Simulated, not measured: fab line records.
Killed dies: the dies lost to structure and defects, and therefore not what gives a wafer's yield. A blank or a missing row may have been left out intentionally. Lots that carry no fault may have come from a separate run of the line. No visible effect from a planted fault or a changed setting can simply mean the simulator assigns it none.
A lot that was struck, set against a sound lot ; flow nand-harc ; 15 steps out of a route of 1302
Sound: wafers L818.2, L818.3, L818.6. Struck: wafer L809.2. (L809.5, L809.6 of the same lot were not struck and are left out.) The cause comes at the end.
Order at every step that has rows: each side's tool, ch and its chambers, its first start. Under that, the readings that differ: sound wafers ; struck wafers ; difference of the means ; sigmas: that difference in standard deviations of wafers without a fault.
alike: same words and numbers on both sides, and readings whose means sit less than 2 such deviations apart. not compared: any withheld reading, any reading some wafer has no value for, any bound like >300 that may hide the same value, and any number with overlapping values for which the record gives no deviation.
The two part at a step that has a row with sigmas, a row that says differs or no value, or rows on one side only. Numbers that have no deviation but don't overlap get no sigmas and don't part them. A reading missing from all wafers of one side parts the sides only when that side holds two or more wafers.

first, 8 steps without rows for these wafers: NHARC_P_M1_HMDS_02 (time 30 s); NHARC_P_M1_COAT_34 (time 65 s); NHARC_P_M1_COAT_03 (resist thk 90 nm); NHARC_P_M1_SOFTBAKE_04 (time 55 s); NHARC_P_M1_EBR_05; NHARC_P_M1_EXPOSE_06 (exposes mask P M1, target cd 130 nm); NHARC_P_M1_PEB_07 (peb time 65 s); NHARC_P_M1_DEVELOP_08 (develop time 35 s).
NHARC_P_M1_CD_MEAS_09: the cd target is 130 nm.
  sound on cd-sem-01 ch 0, day 12 09:14; struck on cd-sem-01 ch 0, day 8 06:31
  alike: cd-nm
NHARC_P_M1_OVL_MEAS_10: pitch 260 nm.
  struck on overlay-02, day 8 06:37; sound on overlay-02, day 12 09:20
  alike: overlay-x-nm, overlay-y-nm
NHARC_P_M1_INSPECT_11:
  struck on defect-inspect-02, day 8 06:39; sound on defect-inspect-02, day 12 09:22
  alike: raw-defect-count
NHARC_P_M1_DESCUM_14: chemistry O2, time 3 s.
  sound on rie-diel-11 ch 0,1,3, day 12 09:26; struck on rie-diel-05 ch 0, day 8 06:44
  alike: chamber-pressure-mTorr, drypump-motor-current-A, oes-product-au, rf-vpp-V, showerhead-plenum-p-Torr, throttle-valve-pct
  not compared: rf-hours-counter-h
NHARC_P_M1_ETCH_35: etches the open film in N2/H2, target depth 40 nm, overetch 12 nm, time 43.94 s.
  sound on rie-diel-11 ch 0,2, day 12 09:31; struck on rie-diel-05 ch 0, day 8 06:49
reading;sound;struck;difference;sigmas
run-length-s (s);65.6 65.3 65.8;55.3;-10.3;-18
  alike: chamber-pressure-mTorr, drypump-motor-current-A, h2-flow-sccm, oes-product-au, rf-vpp-V, showerhead-plenum-p-Torr, throttle-valve-pct
  not compared: rf-hours-counter-h
NHARC_P_M1_ETCH_15: etches the open film in C4F8/Ar, target depth 182.5 nm, time 91.2 s.
  sound on rie-diel-11 ch 0,1; struck on rie-diel-05 ch 3
  alike: chamber-pressure-mTorr, oes-product-au, rf-vpp-V, run-length-s
  not compared: rf-hours-counter-h
-- break in the record here, with 18 days between the starts of the struck wafers on either side (left off in module P_M1, picked up again in module END, where the first step shown is number 1302 on the route) --
NHARC_END_SORT_01:
  only the struck wafers appear in the record here, on prober-02 ch 0 at day 25 23:57; the sound ones have no rows

## WHERE THEY PART
At NHARC_P_M1_ETCH_35 first; at NHARC_END_SORT_01 last (within this record only).

WHY: the cause the simulator had injected
rie-diel-05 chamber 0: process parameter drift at NHARC_P_M1_ETCH_35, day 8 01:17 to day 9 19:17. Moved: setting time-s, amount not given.
